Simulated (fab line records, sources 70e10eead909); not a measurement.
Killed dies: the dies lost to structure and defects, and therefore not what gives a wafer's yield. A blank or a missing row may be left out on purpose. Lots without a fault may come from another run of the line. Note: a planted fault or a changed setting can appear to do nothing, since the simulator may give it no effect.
fab line records	flow nand-harc
[record] lots = 7	wafers = 21	last-day = 34
route steps=1302 shown P_CONTACT@228 END@1302
lots that met no fault: from a run of the same line without faults
start-h: start of the lot's first displayed wafer, in hours after the record's first day	wait-h: hours from the lot's prior step to this one	" as in the row above	L1.1+2: a single row standing in for several wafers	- no value, or no start given	* or withheld: withheld	< > ~ a bound
route shown NAME@n: names a module that has steps shown in the file, with the first one's number in the route	usual: mean and standard deviation over wafers with no fault	same: alike in all rows	chamber/n: place in a boat	sites: per-site readings	_std_site: the standard deviation of these	_edge_site: the outer-site mean with the inner-site mean subtracted	radius-mm: how far each site lies from the wafer's centre	mask NAME#n: copy n	behind: the tool/chamber that last shaped the wafer	hold: what put the lot on hold/how long, in hours/how the hold closed	device: transistor that didn't switch, given as n, p or np	end of line: tests of these same wafers at the route's end	a step without rows: its recipe alone	killed: not the wafer's yield, but the dies lost to structure and defects at the first sort	map: a wafer's dies, marking killed ones x, the rest . and places with no die _
set.NAME: the setting the step ran with; set.NAME@STEP: the setting that earlier step ran with	model.NAME: the simulator's own value behind a step, which no gauge read
a table for each step, a row for each wafer; lots at some steps of the route
services: from which hour (start-h, from the record's first day; less than 0 if before it) a tool's chamber was out of use, for how many hours, and why
[[steps]]
[step NHARC_P_CONTACT_EBR_08]
[step NHARC_P_CONTACT_EXPOSE_09]
[recipe] na = 1.35	target-cd-nm = 90	dose-mj = 81.26	mask-id = P_CA
[step NHARC_P_CONTACT_PEB_10]
[recipe] peb-temp-c = 100	peb-time-s = 65
[step NHARC_P_CONTACT_DEVELOP_11]
[recipe] develop-time-s = 35	dev-temp-c = 23
[step NHARC_P_CONTACT_CD_MEAS_12]
[recipe] target-cd-nm = 90	landing-energy-ev = 500
[usual] cd-nm = 89.7/0.67
lot.wafer	tool	chamber	start-h	wait-h	cd-nm
L543.3	cd-sem-02	0	203.20	-	90.8
L543.5	"	0	"	"	90.1
L543.6	"	0	"	"	90.0
L545.1	cd-sem-01	0	225.21	-	89.0
L545.2	"	0	"	"	90.0
L545.4	"	0	"	"	89.7
L547.2	cd-sem-03	0	248.56	-	89.1
L547.3	"	0	"	"	89.6
L547.4	"	0	"	"	89.7
L549.2	cd-sem-03	0	266.00	-	90.3
L549.4	"	0	"	"	90.6
L549.6	"	0	"	"	89.6
L550.3	cd-sem-03	0	279.53	-	89.1
L550.4	"	0	"	"	89.3
L550.5	"	0	"	"	89.6
L551.2	cd-sem-03	0	285.03	-	89.4
L551.4	"	0	"	"	89.1
L551.6	"	0	"	"	89.1
L557.4	cd-sem-02	0	341.66	-	89.8
L557.5	"	0	"	"	90.1
L557.6	"	0	"	"	90.2
[step NHARC_P_CONTACT_OVL_MEAS_13]
[usual] overlay-x-nm = -0.1/0.69	overlay-y-nm = 0.4/0.79
lot.wafer	tool	chamber	start-h	wait-h	overlay-x-nm	overlay-y-nm
L543.3	overlay-01	-	203.29	-	-0.9	-0.1
L543.5	"	-	"	"	-0.8	0.3
L543.6	"	-	"	"	-0.5	0.3
L545.1	overlay-01	-	225.30	-	0.2	1.7
L545.2	"	-	"	"	0.0	1.6
L545.4	"	-	"	"	0.7	2.3
L547.2	overlay-02	-	248.64	-	0.2	0.7
L547.3	"	-	"	"	0.4	0.8
L547.4	"	-	"	"	0.5	1.4
L549.2	overlay-01	-	266.08	-	0.0	0.7
L549.4	"	-	"	"	-0.1	1.0
L549.6	"	-	"	"	-0.3	0.4
L550.3	overlay-01	-	279.62	-	0.0	1.4
L550.4	"	-	"	"	0.0	1.7
L550.5	"	-	"	"	0.0	1.4
L551.2	overlay-02	-	285.12	-	0.7	0.6
L551.4	"	-	"	"	1.2	1.1
L551.6	"	-	"	"	0.7	0.6
L557.4	overlay-01	-	341.74	-	-0.6	-0.2
L557.5	"	-	"	"	-0.6	-0.6
L557.6	"	-	"	"	-1.1	-0.1
[step NHARC_P_CONTACT_INSPECT_14]
[usual] raw-defect-count = 4.5/2.9
lot.wafer	tool	chamber	start-h	wait-h	raw-defect-count
L543.3	defect-inspect-02	-	203.32	0.0	5
L543.5	"	-	"	"	4
L543.6	"	-	"	"	1
L545.1	defect-inspect-02	-	225.33	0.0	3
L545.2	"	-	"	"	2
L545.4	"	-	"	"	6
L547.2	defect-inspect-02	-	248.68	0.0	2
L547.3	"	-	"	"	4
L547.4	"	-	"	"	4
L549.2	defect-inspect-02	-	266.12	0.0	2
L549.4	"	-	"	"	3
L549.6	"	-	"	"	3
L550.3	defect-inspect-02	-	279.65	0.0	5
L550.4	"	-	"	"	5
L550.5	"	-	"	"	4
L551.2	defect-inspect-02	-	285.15	0.0	7
L551.4	"	-	"	"	12
L551.6	"	-	"	"	10
L557.4	defect-inspect-02	-	341.78	0.0	1
L557.5	"	-	"	"	2
L557.6	"	-	"	"	3
[step NHARC_P_CONTACT_DESCUM_17]
[recipe] time-s = 3	o2-flow-sccm = 200	ar-flow-sccm = 0	bias-power-w = 0	chemistry = O2
[usual] drypump-motor-current-A = 5.6/0.57	oes-product-au = 0.996/0.0095	rf-vpp-V = 57.8/0.94	showerhead-plenum-p-Torr = 1.91/0.083	throttle-valve-pct = 11.311/0.0087
lot.wafer	tool	chamber	start-h	wait-h	drypump-motor-current-A	oes-product-au	rf-hours-counter-h	rf-vpp-V	showerhead-plenum-p-Torr	throttle-valve-pct
L543.3	rie-diel-03	2	203.38	0.1	6.0	0.997	2.9	57.3	2.05	11.315
L543.6	"	2	"	"	6.0	0.998	-	56.9	2.05	11.308
L543.5	"	3	"	"	5.1	0.987	-	58.6	1.85	11.305
L545.2	rie-diel-03	2	225.39	0.1	5.9	0.992	3.9	59.7	2.05	11.308
L545.1	"	3	"	"	5.1	0.979	3.8	57.0	1.85	11.304
L545.4	"	0	"	"	5.7	0.992	3.9	58.9	1.96	11.317
L547.2	rie-diel-02	3	248.74	0.1	5.4	0.993	0.4	56.8	1.83	11.319
L547.4	"	1	"	"	5.9	1.002	0.7	57.4	1.86	11.325
L547.3	"	2	"	"	5.0	1.009	0.6	56.9	1.90	11.318
L549.2	rie-diel-04	3	266.19	0.1	4.7	0.994	2.6	57.4	1.99	11.311
L549.4	"	1	"	"	4.8	0.987	3.0	59.5	2.04	11.328
L549.6	"	2	"	"	4.7	1.010	-	60.5	1.84	11.308
L550.4	rie-diel-03	3	279.72	0.1	5.0	0.997	5.0	57.6	1.84	11.312
L550.3	"	0	"	"	5.7	1.012	5.2	58.8	1.95	11.315
L550.5	"	2	"	"	5.9	0.991	-	57.9	2.05	11.296
L551.2	rie-diel-04	3	285.22	0.1	4.6	0.988	3.9	58.3	1.99	11.316
L551.6	"	2	"	"	4.7	1.003	-	57.1	1.84	11.304
L551.4	"	0	"	"	5.9	1.001	-	55.7	1.82	11.302
L557.4	rie-diel-04	1	341.85	0.1	4.8	0.994	6.6	57.8	2.04	11.321
L557.5	"	0	"	"	5.9	0.999	-	57.0	1.82	11.321
L557.6	"	1	"	"	4.9	0.983	-	58.1	2.04	11.315
[step NHARC_P_CONTACT_ETCH_35]
[recipe] target-depth-a = 390	over-etch-frac = 0.3	time-s = 65	ion-energy-ev = 80	cf4-flow-sccm = 150	ar-flow-sccm = 0	rf-w = 300	bias-w = 100	chemistry = CF4
[usual] bias-w = 100.00/0.28	cf4-flow-sccm = 150.0/0.43	drypump-motor-current-A = 5.6/0.58	oes-product-au = 0.995/0.0091	rf-vpp-V = 151.3/1.3	showerhead-plenum-p-Torr = 1.77/0.071	throttle-valve-pct = 13.283/0.0088
[same] over-etch-frac = 0.3
lot.wafer	tool	chamber	start-h	wait-h	bias-w	cf4-flow-sccm	drypump-motor-current-A	oes-product-au	rf-hours-counter-h	rf-vpp-V	showerhead-plenum-p-Torr	throttle-valve-pct
L543.3	rie-diel-03	0	203.48	0.1	99.93	149.7	5.8	0.982	2.9	151.3	1.80	13.284
L543.6	"	2	"	"	99.71	150.4	5.9	0.993	-	153.5	1.89	13.282
L543.5	"	3	"	"	99.78	150.6	5.1	0.980	-	150.9	1.71	13.277
L545.1	rie-diel-03	1	225.49	0.1	100.38	149.0	6.5	0.990	4.1	150.6	1.70	13.282
L545.4	"	2	"	"	99.93	150.2	6.0	0.993	3.9	152.0	1.89	13.282
L545.2	"	3	"	"	99.58	150.2	5.1	0.984	3.8	149.7	1.71	13.276
L547.2	rie-diel-02	2	248.83	0.1	99.74	150.1	5.0	1.003	0.6	151.2	1.76	13.283
L547.4	"	3	"	"	99.60	149.7	5.4	0.990	0.4	150.0	1.69	13.274
L547.3	"	0	"	"	99.56	150.1	6.4	1.010	0.5	152.1	1.82	13.295
L549.4	rie-diel-04	3	266.27	0.1	100.08	149.8	4.7	0.994	2.6	152.3	1.83	13.290
L549.2	"	0	"	"	100.39	150.0	5.9	0.998	2.7	149.0	1.69	13.277
L549.6	"	3	"	"	100.08	150.0	4.7	0.996	-	152.4	1.83	13.288
L550.3	rie-diel-03	1	279.84	0.1	100.14	149.4	6.5	0.985	5.4	149.1	1.70	13.283
L550.4	"	2	"	"	99.52	149.6	5.9	0.984	5.1	152.2	1.89	13.268
L550.5	"	0	"	"	99.44	149.6	5.7	1.003	-	151.8	1.80	13.287
L551.2	rie-diel-04	0	285.32	0.1	99.58	149.8	5.9	0.999	4.1	150.3	1.69	13.284
L551.6	"	0	"	"	99.84	150.1	5.9	0.993	-	150.4	1.69	13.287
L551.4	"	2	"	"	100.55	150.0	4.6	0.995	-	150.3	1.71	13.275
L557.4	rie-diel-04	0	341.94	0.1	99.63	150.1	5.9	1.000	7.6	149.7	1.69	13.282
L557.5	"	1	"	"	100.18	149.9	4.8	0.989	-	153.7	1.88	13.308
L557.6	"	2	"	"	100.12	149.8	4.7	0.994	-	149.9	1.71	13.290
[step NHARC_P_CONTACT_ETCH_36]
[recipe] target-depth-a = 2600	over-etch-frac = 0.25	time-s = 406.25	ion-energy-ev = 200	n2-flow-sccm = 150	h2-flow-sccm = 150	ar-flow-sccm = 0	rf-w = 400	bias-w = 150	chemistry = N2/H2
[usual] bias-w = 150.0/0.47	chamber-pressure-mTorr = 29.999/0.027	drypump-motor-current-A = 5.6/0.56	oes-product-au = 0.996/0.0092	rf-vpp-V = 430.6/2.6	showerhead-plenum-p-Torr = 2.04/0.09	throttle-valve-pct = 14.170/0.0086
[same] over-etch-frac = 0.25
lot.wafer	tool	chamber	start-h	wait-h	bias-w	chamber-pressure-mTorr	drypump-motor-current-A	oes-product-au	rf-hours-counter-h	rf-vpp-V	showerhead-plenum-p-Torr	throttle-valve-pct
L543.3	rie-diel-03	3	-	-	149.4	30.014	5.1	0.996	3.0	428.0	1.97	14.172
L543.5	"	2	"	"	149.0	30.012	5.9	1.007	-	435.0	2.19	14.187
L543.6	"	3	"	"	150.0	30.028	5.1	0.996	-	428.4	1.97	14.180
L545.1	rie-diel-03	1	-	-	151.2	30.007	6.4	0.994	4.1	427.9	1.95	14.167
L545.2	"	3	"	"	149.4	30.027	5.1	0.986	3.9	428.7	1.97	14.159
L545.4	"	0	"	"	149.4	30.026	5.8	0.998	4.0	428.9	2.09	14.171
L547.3	rie-diel-02	3	-	-	149.5	29.971	5.4	0.987	0.5	426.3	1.95	14.165
L547.2	"	0	"	"	149.2	29.998	6.3	1.011	0.6	432.2	2.11	14.171
L547.4	"	1	"	"	150.3	29.971	5.9	0.996	0.8	430.3	1.99	14.163
L549.4	rie-diel-04	2	-	-	150.1	29.981	4.7	0.992	3.0	429.3	1.96	14.156
L549.2	"	3	"	"	150.0	30.071	4.7	0.989	2.7	432.1	2.12	14.183
L549.6	"	1	"	"	150.0	30.005	4.8	0.984	-	433.9	2.18	14.162
L550.3	rie-diel-03	2	-	-	150.6	30.009	5.9	0.994	5.2	434.9	2.19	14.173
L550.4	"	0	"	"	150.3	29.970	5.8	1.004	5.3	430.6	2.09	14.168
L550.5	"	3	"	"	149.4	29.988	5.1	0.986	-	428.2	1.96	14.174
L551.2	rie-diel-04	3	-	-	149.4	30.025	4.7	0.996	4.0	432.8	2.12	14.151
L551.4	"	0	"	"	149.8	29.950	6.0	1.008	-	429.2	1.94	14.165
L551.6	"	2	"	"	149.6	30.001	4.7	1.005	-	429.2	1.96	14.180
L557.4	rie-diel-04	0	-	-	150.0	29.979	5.9	0.999	7.7	428.2	1.94	14.166
L557.5	"	1	"	"	149.1	29.946	4.8	0.992	-	434.2	2.18	14.170
L557.6	"	2	"	"	149.4	30.023	4.7	0.991	-	429.7	1.96	14.179
[step NHARC_P_CONTACT_ETCH_18]
[recipe] target-depth-a = 4810	time-s = 240.5	c4f8-flow-sccm = 20	o2-flow-sccm = 10	ar-flow-sccm = withheld	rf-w = 600	bias-w = 1500	chemistry = C4F8/O2/Ar
[usual] bias-w = 1500/4.6	chamber-pressure-mTorr = 25.001/0.023	oes-product-au = 0.953/0.022	rf-vpp-V = 978/5.7
lot.wafer	tool	chamber	start-h	wait-h	bias-w	chamber-pressure-mTorr	oes-product-au	rf-hours-counter-h	rf-vpp-V
L543.3	rie-diel-03	0	-	-	1503	24.936	0.964	3.1	982
L543.6	"	1	"	"	1504	24.964	0.964	-	973
L543.5	"	2	"	"	1498	25.018	0.956	-	987
L545.1	rie-diel-03	1	-	-	1500	24.991	0.963	4.3	971
L545.4	"	2	"	"	1504	25.000	0.957	4.2	989
L545.2	"	0	"	"	1503	24.987	0.975	4.1	981
L547.2	rie-diel-02	3	-	-	1503	25.008	0.948	0.7	973
L547.3	"	0	"	"	1500	24.992	0.974	0.8	983
L547.4	"	1	"	"	1501	24.983	0.975	0.8	975
L549.2	rie-diel-04	1	-	-	1490	25.013	0.961	3.3	986
L549.4	"	3	"	"	1505	24.987	0.947	2.8	984
L549.6	"	0	"	"	1500	24.967	0.972	-	972
L550.4	rie-diel-03	0	-	-	1499	24.982	0.958	5.5	981
L550.3	"	2	"	"	1502	25.010	0.930	5.5	988
L550.5	"	0	"	"	1499	24.995	0.961	-	981
L551.2	rie-diel-04	0	-	-	1503	24.997	0.912	4.3	973
L551.6	"	0	"	"	1497	25.020	0.925	-	971
L551.4	"	2	"	"	1507	25.005	0.924	-	973
L557.4	rie-diel-04	2	-	-	1502	25.037	0.976	7.6	974
L557.5	"	0	"	"	1499	25.008	0.964	-	972
L557.6	"	1	"	"	1502	25.028	0.941	-	987
[step NHARC_P_CONTACT_STRIP_37]
[recipe] c4f8-flow-sccm = withheld	o2-flow-sccm = 8	ar-flow-sccm = withheld	bias-w = 0	chemistry = C4F8/O2/Ar
[step NHARC_P_CONTACT_ETCH_31]
[recipe] target-depth-a = 300	time-s = 85.7	ion-energy-ev = 120	over-etch-frac = 1	ch3f-flow-sccm = 50	o2-flow-sccm = 30	ar-flow-sccm = 200	rf-w = 500	bias-w = 100	chemistry = CH3F/O2
[usual] bias-w = 100.01/0.28	ch3f-flow-sccm = 50.00/0.14	drypump-motor-current-A = 5.6/0.57	oes-product-au = 0.973/0.016	over-etch-frac = 1/0	rf-vpp-V = 244.2/1.6	showerhead-plenum-p-Torr = 2.45/0.098	throttle-valve-pct = 20.664/0.0088
lot.wafer	tool	chamber	start-h	wait-h	bias-w	ch3f-flow-sccm	drypump-motor-current-A	oes-product-au	over-etch-frac	rf-hours-counter-h	rf-vpp-V	showerhead-plenum-p-Torr	throttle-valve-pct
L543.3	rie-diel-03	3	204.14	-	99.73	50.06	5.1	0.967	1	3.2	243.2	2.37	20.667
L543.5	"	1	"	"	99.93	50.04	6.5	0.978	1	-	241.7	2.36	20.657
L543.6	"	2	"	"	99.72	50.42	5.9	0.973	1	-	244.9	2.63	20.679
L545.1	rie-diel-03	3	226.13	-	99.49	49.88	5.1	0.975	1	4.0	244.4	2.37	20.660
L545.2	"	0	"	"	99.38	49.84	5.8	0.977	1	4.1	245.2	2.51	20.665
L545.4	"	1	"	"	100.19	50.25	6.4	0.972	1	4.4	242.3	2.36	20.665
L547.3	rie-diel-02	2	249.48	-	100.41	49.92	5.0	0.996	1	0.9	245.7	2.44	20.654
L547.4	"	3	"	"	99.86	50.01	5.3	0.968	1	0.8	242.9	2.35	20.665
L547.2	"	1	"	"	100.33	50.17	5.9	0.974	1	0.9	246.2	2.40	20.661
L549.2	rie-diel-04	2	266.94	-	-	-	-	-	-	-	-	-	-
L549.4	"	3	"	"	-	-	-	-	-	-	-	-	-
L549.6	"	0	"	"	-	-	-	-	-	-	-	-	-
L550.3	rie-diel-03	0	280.49	-	-	-	-	-	-	-	-	-	-
L550.4	"	3	"	"	-	-	-	-	-	-	-	-	-
L550.5	"	0	"	"	-	-	-	-	-	-	-	-	-
L551.2	rie-diel-04	2	286.11	-	-	-	-	-	-	-	-	-	-
L551.6	"	3	"	"	-	-	-	-	-	-	-	-	-
L551.4	"	0	"	"	-	-	-	-	-	-	-	-	-
L557.4	rie-diel-04	1	342.59	-	99.79	49.98	4.8	0.964	1	7.0	246.9	2.62	20.663
L557.5	"	3	"	"	100.26	50.18	4.7	0.987	1	-	245.1	2.55	20.666
L557.6	"	0	"	"	100.22	49.98	5.9	0.978	1	-	241.4	2.34	20.672
[step NHARC_P_CONTACT_CD_MEAS_19]
[usual] cd-nm = 90.1/1.7
lot.wafer	tool	chamber	start-h	wait-h	cd-nm
L543.3	cd-sem-02	-	204.26	-	91.9
L543.5	"	-	"	"	90.1
L543.6	"	-	"	"	91.2
L545.1	cd-sem-02	-	226.26	-	89.2
L545.2	"	-	"	"	93.6
L545.4	"	-	"	"	91.3
L547.2	cd-sem-01	-	249.61	-	91.3
L547.3	"	-	"	"	89.3
L547.4	"	-	"	"	91.4
L549.2	cd-sem-03	-	267.06	-	93.2
L549.4	"	-	"	"	91.9
L549.6	"	-	"	"	87.0
L550.3	cd-sem-03	-	280.63	-	87.0
L550.4	"	-	"	"	91.4
L550.5	"	-	"	"	90.0
L551.2	cd-sem-01	-	286.23	-	90.5
L551.4	"	-	"	"	87.3
L551.6	"	-	"	"	89.1
L557.4	cd-sem-01	-	342.72	-	88.7
L557.5	"	-	"	"	86.5
L557.6	"	-	"	"	91.4
[step NHARC_END_SORT_01]
[recipe] temp-c = 25
[usual] killed-at-array = 52/18	killed-at-other = 0.6/0.83	killed-at-periphery = 4.3/2.8	killed-dies = 57/19	killed-open = 3.4/2	killed-short = 2.5/1.7
[same] gross-dies = 677
lot.wafer	tool	chamber	start-h	wait-h	killed-at-array	killed-at-other	killed-at-periphery	killed-dies	killed-open	killed-short
L543.3	prober-01	0	641.02	3.1	68	1	0	69	7	0
L543.5	prober-01	0	642.62	3.7	57	1	0	58	3	2
L543.6	prober-01	0	643.43	4.0	75	0	2	77	4	2
L551.2	prober-01	0	715.04	2.8	39	2	636	677	4	5
L551.4	prober-01	0	716.67	3.4	41	1	635	677	4	7
L551.6	prober-01	0	718.29	4.1	26	0	651	677	0	3
L550.3	prober-02	0	715.88	3.1	70	0	607	677	2	1
L550.4	prober-02	0	716.68	3.4	64	0	613	677	3	3
L550.5	prober-02	0	717.49	3.7	59	0	618	677	1	5
L549.2	prober-02	0	722.92	2.8	35	0	642	677	1	2
L549.4	prober-02	0	724.54	3.4	35	0	642	677	3	1
L549.6	prober-02	0	726.17	4.1	33	0	644	677	3	1
// killed by level:class
L543.3 A_CHANNEL_HOLE_D1:chamber-film-flake=36 A_CHANNEL_HOLE_D2:chamber-film-flake=8 A_CONTACT:chamber-film-flake=6 A_DECK1_JOINT:chamber-film-flake=4 A_STAIRCASE:chamber-film-flake=4 A_CHANNEL_FILL_D2:chamber-film-flake=3 A_CHANNEL_FILL_D1:geometric-particle:open=1 A_DECK1_JOINT:geometric-particle:open=1
L543.5 A_CHANNEL_HOLE_D1:chamber-film-flake=27 A_CHANNEL_HOLE_D2:chamber-film-flake=9 A_STAIRCASE:chamber-film-flake=7 A_CHANNEL_FILL_D2:chamber-film-flake=3 A_ONON_D1:geometric-particle:open=2 A_WL_FILL:chamber-film-flake=2 A_CHANNEL_HOLE_D1:geometric-particle:short=1 A_WL_FILL:geometric-particle:short=1
L543.6 A_CHANNEL_HOLE_D1:chamber-film-flake=36 A_STAIRCASE:chamber-film-flake=18 A_CHANNEL_HOLE_D2:chamber-film-flake=7 A_DECK1_JOINT:chamber-film-flake=3 P_GATE:geometric-particle:open=2 A_ZERO_WELL:chamber-film-flake=2 A_CONTACT:chamber-film-flake=2 A_DECK1_JOINT:geometric-particle:short=1
L551.2 P_CONTACT:area-etch=630 A_CHANNEL_HOLE_D1:chamber-film-flake=10 A_STAIRCASE:chamber-film-flake=10 P_GATE:chamber-film-flake=5 A_SLIT:chamber-film-flake=3 A_CHANNEL_FILL_D2:geometric-particle:short=2 A_WL_FILL:geometric-particle:short=2 A_CHANNEL_FILL_D2:chamber-film-flake=2
L550.3 P_CONTACT:area-etch=604 A_CHANNEL_HOLE_D1:chamber-film-flake=36 A_SLIT:chamber-film-flake=17 A_CHANNEL_HOLE_D2:chamber-film-flake=10 P_GATE:chamber-film-flake=2 A_DECK1_JOINT:chamber-film-flake=2 A_CHANNEL_FILL_D1:geometric-particle:open=1 A_CHANNEL_FILL_D1:geometric-particle:short=1
L551.4 P_CONTACT:area-etch=626 A_CHANNEL_HOLE_D1:chamber-film-flake=12 P_GATE:chamber-film-flake=9 A_STAIRCASE:chamber-film-flake=7 A_SLIT:chamber-film-flake=5 A_CONTACT:chamber-film-flake=5 A_CHANNEL_FILL_D2:geometric-particle:short=3 A_WL_FILL:geometric-particle:short=2
L550.4 P_CONTACT:area-etch=609 A_CHANNEL_HOLE_D1:chamber-film-flake=33 A_SLIT:chamber-film-flake=14 A_CHANNEL_HOLE_D2:chamber-film-flake=8 P_STI:geometric-particle:short=1 A_DECK1_JOINT:geometric-particle:short=1 A_ONON_D2:geometric-particle:short=1 A_CHANNEL_HOLE_D2:geometric-particle:open=1
L550.5 P_CONTACT:area-etch=615 A_CHANNEL_HOLE_D1:chamber-film-flake=27 A_SLIT:chamber-film-flake=18 A_STAIRCASE:chamber-film-flake=4 A_CHANNEL_HOLE_D2:chamber-film-flake=4 P_M0:geometric-particle:short=2 A_CHANNEL_FILL_D1:geometric-particle:short=2 A_CONTACT:chamber-film-flake=2
L551.6 P_CONTACT:area-etch=645 A_CHANNEL_HOLE_D1:chamber-film-flake=9 P_GATE:chamber-film-flake=6 A_STAIRCASE:chamber-film-flake=6 A_CONTACT:chamber-film-flake=4 A_SLIT:chamber-film-flake=3 A_SGD_CUT:geometric-particle:short=1 A_WL_FILL:geometric-particle:short=1
L549.2 P_CONTACT:area-etch=642 A_SLIT:chamber-film-flake=17 A_CHANNEL_HOLE_D1:chamber-film-flake=6 A_CONTACT:chamber-film-flake=6 A_M0:chamber-film-flake=2 A_ONON_D1:geometric-particle:short=1 A_CHANNEL_FILL_D2:geometric-particle:short=1 A_SLIT:geometric-particle:open=1
L549.4 P_CONTACT:area-etch=639 A_SLIT:chamber-film-flake=20 A_CONTACT:chamber-film-flake=5 A_CHANNEL_HOLE_D1:chamber-film-flake=4 A_M0:chamber-film-flake=3 P_CONTACT:geometric-particle:open=2 P_M0:geometric-particle:open=1 A_CHANNEL_FILL_D2:geometric-particle:short=1
L549.6 P_CONTACT:area-etch=641 A_SLIT:chamber-film-flake=18 A_CONTACT:chamber-film-flake=6 A_CHANNEL_HOLE_D1:chamber-film-flake=2 A_CHANNEL_FILL_D2:chamber-film-flake=2 A_M0:chamber-film-flake=2 P_CONTACT:geometric-particle:open=1 A_DECK1_JOINT:geometric-particle:open=1
// map L549.2 (x killed, . not)
____________x____________
_________xxxxxxx_________
_______xxxxxxxxxxx_______
______xxxxxxxxxxxxx______
_____xxxxxxxxxxxxxxx_____
____xxxxxxxxxxxxxxxxx____
____xxxxxxxxxxxxxxxxx____
___xxxxxxxxxxxxxxxxxxx___
___xxxxxxxxxxxxxxxxxxx___
__xxxxxxxxxxxxxxxxxxxxx__
__xxxxxxxxxxxxxxxxxxxxx__
_xxxxxxxxxxxxxxxxxxxxxxx_
_xxxxxxxxxxxxxxxxxxxxxxx_
_xxxxxxxxxxxxxxxxxxxxxxx_
_xxxxxxxxxxxxxxxxxxxxxxx_
_xxxxxxxxxxxxxxxxxxxxxxx_
xxxxxxxxxxxxxxxxxxxxxxxxx
xxxxxxxxxxxxxxxxxxxxxxxxx
xxxxxxxxxxxxxxxxxxxxxxxxx
xxxxxxxxxxxxxxxxxxxxxxxxx
xxxxxxxxxxxxxxxxxxxxxxxxx
_xxxxxxxxxxxxxxxxxxxxxxx_
_xxxxxxxxxxxxxxxxxxxxxxx_
_xxxxxxxxxxxxxxxxxxxxxxx_
_xxxxxxxxxxxxxxxxxxxxxxx_
_xxxxxxxxxxxxxxxxxxxxxxx_
__xxxxxxxxxxxxxxxxxxxxx__
__xxxxxxxxxxxxxxxxxxxxx__
___xxxxxxxxxxxxxxxxxxx___
___xxxxxxxxxxxxxxxxxxx___
____xxxxxxxxxxxxxxxxx____
____xxxxxxxxxxxxxxxxx____
_____xxxxxxxxxxxxxxx_____
______xxxxxxxxxxxxx______
_______xxxxxxxxxxx_______
_________xxxxxxx_________
____________x____________
// map L550.3 (x killed, . not)
____________x____________
_________xxxxxxx_________
_______xxxxxxxxxxx_______
______xxxxxxxxxxxxx______
_____xxxxxxxxxxxxxxx_____
____xxxxxxxxxxxxxxxxx____
____xxxxxxxxxxxxxxxxx____
___xxxxxxxxxxxxxxxxxxx___
___xxxxxxxxxxxxxxxxxxx___
__xxxxxxxxxxxxxxxxxxxxx__
__xxxxxxxxxxxxxxxxxxxxx__
_xxxxxxxxxxxxxxxxxxxxxxx_
_xxxxxxxxxxxxxxxxxxxxxxx_
_xxxxxxxxxxxxxxxxxxxxxxx_
_xxxxxxxxxxxxxxxxxxxxxxx_
_xxxxxxxxxxxxxxxxxxxxxxx_
xxxxxxxxxxxxxxxxxxxxxxxxx
xxxxxxxxxxxxxxxxxxxxxxxxx
xxxxxxxxxxxxxxxxxxxxxxxxx
xxxxxxxxxxxxxxxxxxxxxxxxx
xxxxxxxxxxxxxxxxxxxxxxxxx
_xxxxxxxxxxxxxxxxxxxxxxx_
_xxxxxxxxxxxxxxxxxxxxxxx_
_xxxxxxxxxxxxxxxxxxxxxxx_
_xxxxxxxxxxxxxxxxxxxxxxx_
_xxxxxxxxxxxxxxxxxxxxxxx_
__xxxxxxxxxxxxxxxxxxxxx__
__xxxxxxxxxxxxxxxxxxxxx__
___xxxxxxxxxxxxxxxxxxx___
___xxxxxxxxxxxxxxxxxxx___
____xxxxxxxxxxxxxxxxx____
____xxxxxxxxxxxxxxxxx____
_____xxxxxxxxxxxxxxx_____
______xxxxxxxxxxxxx______
_______xxxxxxxxxxx_______
_________xxxxxxx_________
____________x____________
[[services]]
tool	chamber	start-h	hours	kind
rie-diel-03	0	186.80	-	clean
rie-diel-03	1	186.80	-	clean
rie-diel-03	2	186.80	-	clean
rie-diel-03	3	186.80	-	clean
rie-diel-04	0	186.90	-	clean
rie-diel-04	1	186.90	-	clean
rie-diel-04	2	186.90	-	clean
rie-diel-04	3	186.90	-	clean
rie-diel-02	-	192.16	0.3	repair
rie-diel-03	-	208.38	0.4	repair
rie-diel-03	0	211.30	-	clean
rie-diel-03	1	211.30	-	clean
rie-diel-03	2	211.30	-	clean
rie-diel-03	3	211.30	-	clean
rie-diel-04	0	211.40	-	clean
rie-diel-04	1	211.40	-	clean
rie-diel-04	2	211.40	-	clean
rie-diel-04	3	211.40	-	clean
rie-diel-02	-	216.70	9.0	pm
rie-diel-03	0	235.80	-	clean
rie-diel-03	-	281.30	9.0	pm
rie-diel-04	1	282.13	8.7	repair
rie-diel-03	1	294.82	5.3	repair
rie-diel-03	-	330.66	0.8	repair
[[key]]
[first-sign] step = NHARC_P_CONTACT_ETCH_31	reading = tool-record	direction = missing
[effect] step = NHARC_END_SORT_01	reading = killed-at-periphery	direction = up	sigmas = 99+	usual = 4.3	struck = 632
[more-kills-born-at] NHARC_P_CONTACT_ETCH_31@rie-diel-04 = 3823	NHARC_P_CONTACT_ETCH_31@rie-diel-03 = 1828
met-at NHARC_P_CONTACT_ETCH_31
struck-wafers L549.2,L549.4,L549.6,L550.3,L550.4,L550.5,L551.2,L551.4,L551.6
later-rows-left-out L549.2,L549.4,L549.6,L550.3,L550.4,L550.5,L551.2,L551.4,L551.6
tester-left-out L549,L550,L551
onset-between 226.13 266.94
[fault] kind = skipped-step-whole	tool = rie-diel-03,rie-diel-04	chamber = -	onset-h = 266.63	steps = NHARC_P_CONTACT_ETCH_31	scope = struck-lots-only
// tester-left-out: of these lots the tester's yield and bins aren't shown, on N5 and GAA mostly nor the transistor test; their killed dies are dies lost to structure and defects alone, not to doping, threshold or leakage, so they don't give the yield
// later-rows-left-out: the simulator's readings of these wafers behind a module that went badly wrong aren't trusted and aren't shown, but for the sort
